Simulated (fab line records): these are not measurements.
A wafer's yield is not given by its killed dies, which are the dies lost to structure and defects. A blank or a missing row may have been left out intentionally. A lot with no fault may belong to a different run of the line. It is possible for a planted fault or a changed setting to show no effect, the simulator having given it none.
What tool caused it? + flow n5 finfet + 22 lots with 66 wafers sampled at 6 steps, on a route of 1938 steps

== WHAT EACH GAUGE READ, for each wafer ==
N5_BEOL_M5_INSPECT_58: inspects for defects (darkfield).
| lot  | measured     | on                | raw defect count |
|------|--------------|-------------------|------------------|
| L074 | day 8 00:26  | defect inspect-01 | 131 108 75       |
| L077 | day 8 17:11  | defect inspect-01 | 74 116 102       |
| L075 | day 9 08:05  | defect inspect-01 | 73 76 62         |
| L078 | day 9 09:11  | defect inspect-01 | 70 35 93         |
| L076 | day 9 14:11  | defect inspect-01 | 44 51 78         |
| L079 | day 10 03:46 | defect inspect-02 | 68 54 58         |
| L081 | day 10 22:29 | defect inspect-02 | 64 96 52         |
| L083 | day 11 03:15 | defect inspect-02 | 56 59 57         |
| L084 | day 11 03:15 | defect inspect-01 | 44 78 58         |
| L085 | day 11 07:50 | defect inspect-01 | 108 73 75        |
| L082 | day 11 07:59 | defect inspect-02 | 74 92 62         |
| L086 | day 11 19:01 | defect inspect-01 | 92 55 64         |
| L088 | day 12 01:57 | defect inspect-01 | 69 92 59         |
| L087 | day 12 02:43 | defect inspect-01 | 124 70 52        |
| L089 | day 12 07:28 | defect inspect-01 | 101 71 52        |
| L092 | day 13 04:34 | defect inspect-01 | 42 36 55         |
| L091 | day 13 07:26 | defect inspect-01 | 48 93 59         |
| L093 | day 13 11:33 | defect inspect-02 | 54 58 70         |
| L094 | day 13 11:40 | defect inspect-02 | 59 69 76         |
| L095 | day 14 00:20 | defect inspect-01 | 66 62 32         |
| L096 | day 14 03:58 | defect inspect-01 | 72 61 52         |
| L097 | day 14 07:32 | defect inspect-02 | 103 137 62       |

N5_BEOL_M6_OCD_MEAS_38.
| lot  | measured     | on     | trench depth nm (nm) |
|------|--------------|--------|----------------------|
| L074 | day 8 04:07  | ocd-01 | 94.9 95.2 95.4       |
| L077 | day 8 21:11  | ocd-01 | 93.2 92.4 93.0       |
| L075 | day 9 11:25  | ocd-02 | 95.0 95.2 94.7       |
| L078 | day 9 13:19  | ocd-01 | 95.3 94.9 93.4       |
| L076 | day 9 19:05  | ocd-02 | 93.6 93.0 93.7       |
| L079 | day 10 08:01 | ocd-01 | 93.4 94.4 95.0       |
| L081 | day 11 06:55 | ocd-02 | 92.7 92.7 93.0       |
| L083 | day 11 10:21 | ocd-01 | 94.1 93.6 93.4       |
| L084 | day 11 10:28 | ocd-01 | 94.2 94.4 93.8       |
| L085 | day 11 12:27 | ocd-02 | 94.0 95.4 92.9       |
| L082 | day 11 12:11 | ocd-02 | 94.7 93.7 93.9       |
| L086 | day 12 00:31 | ocd-01 | 95.6 94.3 91.5       |
| L088 | day 12 08:58 | ocd-01 | 92.7 91.9 95.1       |
| L087 | day 12 09:22 | ocd-01 | 91.8 97.5 95.5       |
| L089 | day 12 11:08 | ocd-02 | 93.4 93.4 94.0       |
| L092 | day 13 14:33 | ocd-01 | 92.5 93.6 92.8       |
| L091 | day 13 14:31 | ocd-01 | 93.6 93.8 93.4       |
| L093 | day 13 17:01 | ocd-01 | 92.8 93.9 93.6       |
| L094 | day 13 17:12 | ocd-01 | 96.2 95.4 92.3       |
| L095 | day 14 05:17 | ocd-02 | 95.6 95.0 91.7       |
| L096 | day 14 06:46 | ocd-01 | 95.5 93.9 94.1       |
| L097 | day 14 14:49 | ocd-02 | 92.7 92.5 93.8       |

== WHAT TOOL EACH LOT RAN ON (gives the tool, then ch and the chambers of the sampled wafers, and finally the start) ==
| lot  | N5_BEOL_M5_SPUTTER_90        | N5_BEOL_M6_STRIP_19                | N5_BEOL_M6_DESCUM_33               | N5_BEOL_M6_ETCH_66                 |
|------|------------------------------|------------------------------------|------------------------------------|------------------------------------|
| L074 | pvd sputter-03, day 7 23:22  | rie diel-04 ch 0,2, day 8 02:59    | rie diel-01 ch 0,1,3, day 8 03:42  | rie diel-01 ch 0,1,3, day 8 03:47  |
| L077 | pvd sputter-03, day 8 16:05  | rie diel-03 ch 0,2, day 8 18:48    | rie diel-03 ch 0,3, day 8 20:46    | rie diel-03 ch 0,3, day 8 20:51    |
| L075 | pvd sputter-01, day 9 06:59  | rie diel-01 ch 1,2,3, day 9 09:59  | rie diel-01 ch 0,1,3, day 9 10:59  | rie diel-01 ch 0,1,3, day 9 11:04  |
| L078 | pvd sputter-03, day 9 07:37  | rie diel-03 ch 0,1,3, day 9 12:13  | rie diel-01 ch 0,2,3, day 9 12:53  | rie diel-01 ch 0,2,3, day 9 12:58  |
| L076 | pvd sputter-03, day 9 12:55  | rie diel-04 ch 0,3, day 9 16:53    | rie diel-04 ch 0,2, day 9 18:40    | rie diel-04 ch 0,2, day 9 18:44    |
| L079 | pvd sputter-03, day 10 02:32 | rie diel-04 ch 0,1,2, day 10 06:25 | rie diel-03 ch 0,1, day 10 07:35   | rie diel-03 ch 0,1, day 10 07:40   |
| L081 | pvd sputter-03, day 10 21:22 | rie diel-04 ch 0,1,2, day 11 01:55 | rie diel-04 ch 1,2, day 11 06:30   | rie diel-04 ch 1,2, day 11 06:35   |
| L083 | pvd sputter-02, day 11 02:07 | rie diel-01 ch 0,1,2, day 11 07:52 | rie diel-04 ch 1,2, day 11 09:56   | rie diel-04 ch 1,2, day 11 10:01   |
| L084 | pvd sputter-03, day 11 02:07 | rie diel-04 ch 1,3, day 11 08:07   | rie diel-01 ch 0,1,3, day 11 10:02 | rie diel-01 ch 0,1,3, day 11 10:07 |
| L085 | pvd sputter-01, day 11 06:45 | rie diel-04 ch 1,2,3, day 11 11:30 | rie diel-01 ch 0,1,2, day 11 12:02 | rie diel-01 ch 0,1,2, day 11 12:07 |
| L082 | pvd sputter-03, day 11 06:46 | rie diel-01 ch 0,1,3, day 11 11:13 | rie diel-04 ch 1,2,3, day 11 11:46 | rie diel-04 ch 1,2,3, day 11 11:50 |
| L086 | pvd sputter-03, day 11 17:55 | rie diel-03 ch 0,2,3, day 11 22:31 | rie diel-03 ch 0,2,3, day 12 00:05 | rie diel-03 ch 0,2,3, day 12 00:10 |
| L088 | pvd sputter-01, day 12 00:47 | rie diel-01 ch 0,3, day 12 06:58   | rie diel-03 ch 0,2, day 12 08:32   | rie diel-03 ch 0,2, day 12 08:37   |
| L087 | pvd sputter-03, day 12 01:32 | rie diel-01 ch 0,1,3, day 12 07:08 | rie diel-03 ch 0,2,3, day 12 08:56 | rie diel-03 ch 0,2,3, day 12 09:01 |
| L089 | pvd sputter-02, day 12 06:21 | rie diel-01 ch 1,2,3, day 12 10:12 | rie diel-01 ch 0,1,3, day 12 10:43 | rie diel-01 ch 0,1,3, day 12 10:47 |
| L092 | pvd sputter-03, day 13 03:01 | rie diel-03 ch 0,2,3, day 13 06:35 | rie diel-01 ch 1,2,3, day 13 14:08 | rie diel-01 ch 1,2,3, day 13 14:13 |
| L091 | pvd sputter-01, day 13 06:22 | rie diel-01 ch 0,2, day 13 11:43   | rie diel-04 ch 0,1,2, day 13 14:05 | rie diel-04 ch 0,1,2, day 13 14:10 |
| L093 | pvd sputter-03, day 13 10:28 | rie diel-03 ch 1,3, day 13 15:01   | rie diel-01 ch 1,2,3, day 13 16:35 | rie diel-01 ch 1,2,3, day 13 16:40 |
| L094 | pvd sputter-02, day 13 10:33 | rie diel-04 ch 1,2, day 13 15:09   | rie diel-03 ch 0,2,3, day 13 16:46 | rie diel-03 ch 0,2,3, day 13 16:51 |
| L095 | pvd sputter-02, day 13 22:58 | rie diel-04 ch 0,2, day 14 04:06   | rie diel-03 ch 0,1,2, day 14 04:52 | rie diel-03 ch 0,1,2, day 14 04:56 |
| L096 | pvd sputter-01, day 14 02:53 | rie diel-03 ch 0,1,3, day 14 05:49 | rie diel-03 ch 0,1,3, day 14 06:19 | rie diel-03 ch 0,1,3, day 14 06:24 |
| L097 | pvd sputter-02, day 14 06:27 | rie diel-03 ch 1,2,3, day 14 10:31 | rie diel-04 ch 0,1,2, day 14 14:23 | rie diel-04 ch 0,1,2, day 14 14:28 |
- N5_BEOL_M5_SPUTTER_90: material Cu, target thk 4.5 nm, time 8.29 s.
- N5_BEOL_M6_STRIP_19: strips in O2.
- N5_BEOL_M6_DESCUM_33: chemistry O2, time 7 s.
- N5_BEOL_M6_ETCH_66: etches SOC in N2/H2, target depth 80 nm, overetch 16 nm, time 120 s.

== WHAT THE TOOLS THEMSELVES READ (means of the sampled wafers that have a number; where no wafer has one, the mark that the record gives instead) ==
N5_BEOL_M5_SPUTTER_90.
| lot  | tool           | substrate temp c (C) | throttle valve pct (%) |
|------|----------------|----------------------|------------------------|
| L074 | pvd sputter-03 | -20.03               | 29.0                   |
| L077 | pvd sputter-03 | -19.81               | 30.0                   |
| L075 | pvd sputter-01 | -20.04               | 29.8                   |
| L078 | pvd sputter-03 | -19.96               | 29.7                   |
| L076 | pvd sputter-03 | -20.03               | 28.7                   |
| L079 | pvd sputter-03 | -19.82               | 29.1                   |
| L081 | pvd sputter-03 | -19.86               | 30.0                   |
| L083 | pvd sputter-02 | -20.04               | 29.0                   |
| L084 | pvd sputter-03 | -19.92               | 29.8                   |
| L085 | pvd sputter-01 | -20.02               | 29.9                   |
| L082 | pvd sputter-03 | -20.00               | 30.1                   |
| L086 | pvd sputter-03 | -19.99               | 29.6                   |
| L088 | pvd sputter-01 | -19.93               | 30.2                   |
| L087 | pvd sputter-03 | -19.97               | 28.8                   |
| L089 | pvd sputter-02 | -19.91               | 29.1                   |
| L092 | pvd sputter-03 | -19.96               | 30.2                   |
| L091 | pvd sputter-01 | -19.88               | 30.6                   |
| L093 | pvd sputter-03 | -20.05               | 29.3                   |
| L094 | pvd sputter-02 | -20.09               | 29.2                   |
| L095 | pvd sputter-02 | -20.00               | 29.7                   |
| L096 | pvd sputter-01 | -20.06               | 30.9                   |
| L097 | pvd sputter-02 | -20.01               | 29.8                   |

N5_BEOL_M6_STRIP_19.
| lot  | tool        | drypump motor current A (A) | o2 flow sccm (sccm) | oes product au (a.u.) | rf vpp V (V) | showerhead plenum p Torr (Torr) | temp c (C) | throttle valve pct (%) |
|------|-------------|-----------------------------|---------------------|-----------------------|--------------|---------------------------------|------------|------------------------|
| L074 | rie diel-04 | 5.3                         | 224.7               | 0.71                  | 3.5          | 2.07                            | 40.04      | 16.77                  |
| L077 | rie diel-03 | 5.6                         | 225.3               | 0.70                  | 3.6          | 2.13                            | 39.83      | 16.73                  |
| L075 | rie diel-01 | 6.2                         | 224.9               | 0.77                  | 3.6          | 2.09                            | 40.02      | 16.72                  |
| L078 | rie diel-03 | 5.9                         | 225.6               | 0.79                  | 3.3          | 2.09                            | 39.98      | 16.69                  |
| L076 | rie diel-04 | 5.6                         | 225.6               | 0.78                  | 3.4          | 2.07                            | 39.97      | 16.61                  |
| L079 | rie diel-04 | 5.4                         | 224.7               | 0.72                  | 3.7          | 2.11                            | 39.99      | 16.87                  |
| L081 | rie diel-04 | 5.4                         | 225.0               | 0.71                  | 3.7          | 2.10                            | 39.93      | 16.86                  |
| L083 | rie diel-01 | 6.3                         | 225.6               | 0.76                  | 3.0          | 2.12                            | 39.99      | 16.74                  |
| L084 | rie diel-04 | 5.9                         | 224.3               | 0.86                  | 3.4          | 2.10                            | 40.03      | 16.57                  |
| L085 | rie diel-04 | 5.6                         | 224.8               | 0.79                  | 3.8          | 2.10                            | 39.95      | 16.77                  |
| L082 | rie diel-01 | 6.4                         | 224.9               | 0.79                  | 3.6          | 2.13                            | 39.96      | 16.81                  |
| L086 | rie diel-03 | 5.8                         | 224.2               | 0.89                  | 3.6          | 2.09                            | 40.06      | 16.50                  |
| L088 | rie diel-01 | 6.2                         | 224.6               | 0.82                  | 3.7          | 2.15                            | 40.04      | 16.78                  |
| L087 | rie diel-01 | 6.4                         | 225.0               | 0.79                  | 3.7          | 2.13                            | 39.99      | 16.81                  |
| L089 | rie diel-01 | 6.2                         | 225.1               | 0.74                  | 3.4          | 2.09                            | 40.01      | 16.77                  |
| L092 | rie diel-03 | 5.8                         | 225.1               | 0.86                  | 3.1          | 2.09                            | 39.85      | 16.54                  |
| L091 | rie diel-01 | 6.3                         | 224.5               | 0.79                  | 3.9          | 2.16                            | 39.92      | 16.71                  |
| L093 | rie diel-03 | 6.1                         | 224.4               | 0.91                  | 4.3          | 2.05                            | 39.97      | 16.45                  |
| L094 | rie diel-04 | 5.3                         | 224.3               | 0.70                  | 3.9          | 2.09                            | 39.95      | 17.00                  |
| L095 | rie diel-04 | 5.2                         | 225.4               | 0.77                  | 3.5          | 2.06                            | 40.00      | 16.77                  |
| L096 | rie diel-03 | 5.9                         | 225.2               | 0.91                  | 2.9          | 2.08                            | 39.98      | 16.44                  |
| L097 | rie diel-03 | 6.0                         | 224.8               | 0.83                  | 4.0          | 2.05                            | 39.97      | 16.66                  |

N5_BEOL_M6_DESCUM_33.
| lot  | tool        | drypump motor current A (A) | o2 flow sccm (sccm) | oes product au (a.u.) | rf vpp V (V) | showerhead plenum p Torr (Torr) | temp c (C) | throttle valve pct (%) |
|------|-------------|-----------------------------|---------------------|-----------------------|--------------|---------------------------------|------------|------------------------|
| L074 | rie diel-01 | 6.4                         | 225.4               | 0.82                  | 243.5        | 2.14                            | 40.06      | 20.52                  |
| L077 | rie diel-03 | 5.9                         | 224.8               | 0.69                  | 243.2        | 2.08                            | 39.96      | 20.45                  |
| L075 | rie diel-01 | 6.4                         | 225.1               | 0.81                  | 243.8        | 2.13                            | 40.03      | 20.55                  |
| L078 | rie diel-01 | 6.2                         | 224.7               | 0.82                  | 244.0        | 2.14                            | 40.04      | 20.43                  |
| L076 | rie diel-04 | 5.2                         | 224.8               | 0.71                  | 242.7        | 2.07                            | 40.05      | 20.60                  |
| L079 | rie diel-03 | 5.8                         | 224.3               | 0.86                  | 243.1        | 2.08                            | 39.96      | 20.38                  |
| L081 | rie diel-04 | 5.5                         | 225.0               | 0.74                  | 243.8        | 2.13                            | 39.96      | 20.67                  |
| L083 | rie diel-04 | 5.5                         | 224.5               | 0.74                  | 244.4        | 2.13                            | 39.93      | 20.68                  |
| L084 | rie diel-01 | 6.4                         | 225.0               | 0.80                  | 244.1        | 2.13                            | 40.04      | 20.57                  |
| L085 | rie diel-01 | 6.3                         | 224.9               | 0.76                  | 243.4        | 2.11                            | 40.07      | 20.47                  |
| L082 | rie diel-04 | 5.6                         | 224.3               | 0.79                  | 243.4        | 2.09                            | 39.98      | 20.52                  |
| L086 | rie diel-03 | 5.8                         | 225.2               | 0.88                  | 243.3        | 2.09                            | 39.98      | 20.25                  |
| L088 | rie diel-03 | 5.7                         | 224.7               | 0.78                  | 243.0        | 2.09                            | 39.96      | 20.45                  |
| L087 | rie diel-03 | 5.8                         | 224.5               | 0.87                  | 243.0        | 2.09                            | 40.07      | 20.27                  |
| L089 | rie diel-01 | 6.4                         | 225.1               | 0.78                  | 244.7        | 2.12                            | 39.97      | 20.59                  |
| L092 | rie diel-01 | 6.2                         | 225.7               | 0.74                  | 243.0        | 2.08                            | 39.98      | 20.54                  |
| L091 | rie diel-04 | 5.4                         | 224.7               | 0.79                  | 243.2        | 2.09                            | 40.03      | 20.51                  |
| L093 | rie diel-01 | 6.2                         | 224.6               | 0.73                  | 243.0        | 2.08                            | 40.05      | 20.54                  |
| L094 | rie diel-03 | 5.8                         | 225.6               | 0.84                  | 244.1        | 2.08                            | 40.19      | 20.29                  |
| L095 | rie diel-03 | 5.8                         | 225.4               | 0.83                  | 243.5        | 2.08                            | 39.99      | 20.37                  |
| L096 | rie diel-03 | 5.9                         | 224.1               | 0.92                  | 243.4        | 2.07                            | 40.01      | 20.20                  |
| L097 | rie diel-04 | 5.4                         | 225.2               | 0.78                  | 243.2        | 2.09                            | 40.05      | 20.52                  |

N5_BEOL_M6_ETCH_66.
| lot  | tool        | drypump motor current A (A) | oes product au (a.u.) | rf vpp V (V) | showerhead plenum p Torr (Torr) | temp c (C) | throttle valve pct (%) |
|------|-------------|-----------------------------|-----------------------|--------------|---------------------------------|------------|------------------------|
| L074 | rie diel-01 | 6.4                         | 0.63                  | 525.5        | 2.60                            | 39.95      | 17.96                  |
| L077 | rie diel-03 | 5.9                         | 0.53                  | 524.0        | 2.54                            | 39.99      | 17.88                  |
| L075 | rie diel-01 | 6.4                         | 0.62                  | 525.2        | 2.59                            | 39.99      | 17.98                  |
| L078 | rie diel-01 | 6.2                         | 0.62                  | 526.3        | 2.60                            | 39.91      | 17.84                  |
| L076 | rie diel-04 | 5.2                         | 0.54                  | 522.6        | 2.52                            | 40.06      | 18.05                  |
| L079 | rie diel-03 | 5.8                         | 0.65                  | 523.5        | 2.54                            | 39.95      | 17.85                  |
| L081 | rie diel-04 | 5.5                         | 0.56                  | 525.3        | 2.60                            | 39.98      | 18.17                  |
| L083 | rie diel-04 | 5.5                         | 0.56                  | 525.6        | 2.60                            | 39.93      | 18.17                  |
| L084 | rie diel-01 | 6.4                         | 0.61                  | 524.7        | 2.59                            | 39.90      | 18.02                  |
| L085 | rie diel-01 | 6.3                         | 0.58                  | 525.1        | 2.58                            | 40.03      | 17.96                  |
| L082 | rie diel-04 | 5.6                         | 0.60                  | 524.3        | 2.55                            | 39.99      | 17.99                  |
| L086 | rie diel-03 | 5.8                         | 0.67                  | 523.4        | 2.54                            | 40.01      | 17.65                  |
| L088 | rie diel-03 | 5.7                         | 0.61                  | 524.2        | 2.55                            | 39.92      | 17.84                  |
| L087 | rie diel-03 | 5.8                         | 0.67                  | 523.7        | 2.54                            | 39.99      | 17.67                  |
| L089 | rie diel-01 | 6.4                         | 0.60                  | 525.7        | 2.58                            | 40.00      | 18.02                  |
| L092 | rie diel-01 | 6.2                         | 0.56                  | 523.2        | 2.53                            | 40.06      | 18.00                  |
| L091 | rie diel-04 | 5.4                         | 0.60                  | 524.1        | 2.55                            | 39.94      | 17.98                  |
| L093 | rie diel-01 | 6.2                         | 0.56                  | 524.1        | 2.53                            | 39.98      | 18.01                  |
| L094 | rie diel-03 | 5.8                         | 0.65                  | 523.9        | 2.54                            | 40.06      | 17.69                  |
| L095 | rie diel-03 | 5.8                         | 0.64                  | 524.0        | 2.53                            | 40.05      | 17.81                  |
| L096 | rie diel-03 | 5.9                         | 0.70                  | 522.9        | 2.52                            | 40.13      | 17.63                  |
| L097 | rie diel-04 | 5.4                         | 0.60                  | 523.8        | 2.55                            | 40.13      | 18.00                  |

== THE ANSWER, worked out from the rows above alone ==
Rule: what is usual is taken from the lots themselves. Put in order of their means at a reading, lots are off if they are a third of the lots or fewer, leave a main group of 4 or more, and stand apart from it by a gap of 3 or more times the standard deviation of the main group's means; of several such gaps the widest counts. The tables above print the reading to a certain number of digits; a main group whose means all agree to those digits is not used. A lot without any number at a reading at which 4 lots or more have one is off too. Where the step has rows for the other lots, those lots are counted as sound. First the gauges in route order, then the tools' own readings, where a lot's mean is used as printed above. The first step at which some lot is off is used, and at that step the reading that is off furthest; a lot without a number counts as furthest.
No lot is off at any reading shown: from this, nothing can be told.

== WHAT THE SIMULATOR HAD INSERTED ==
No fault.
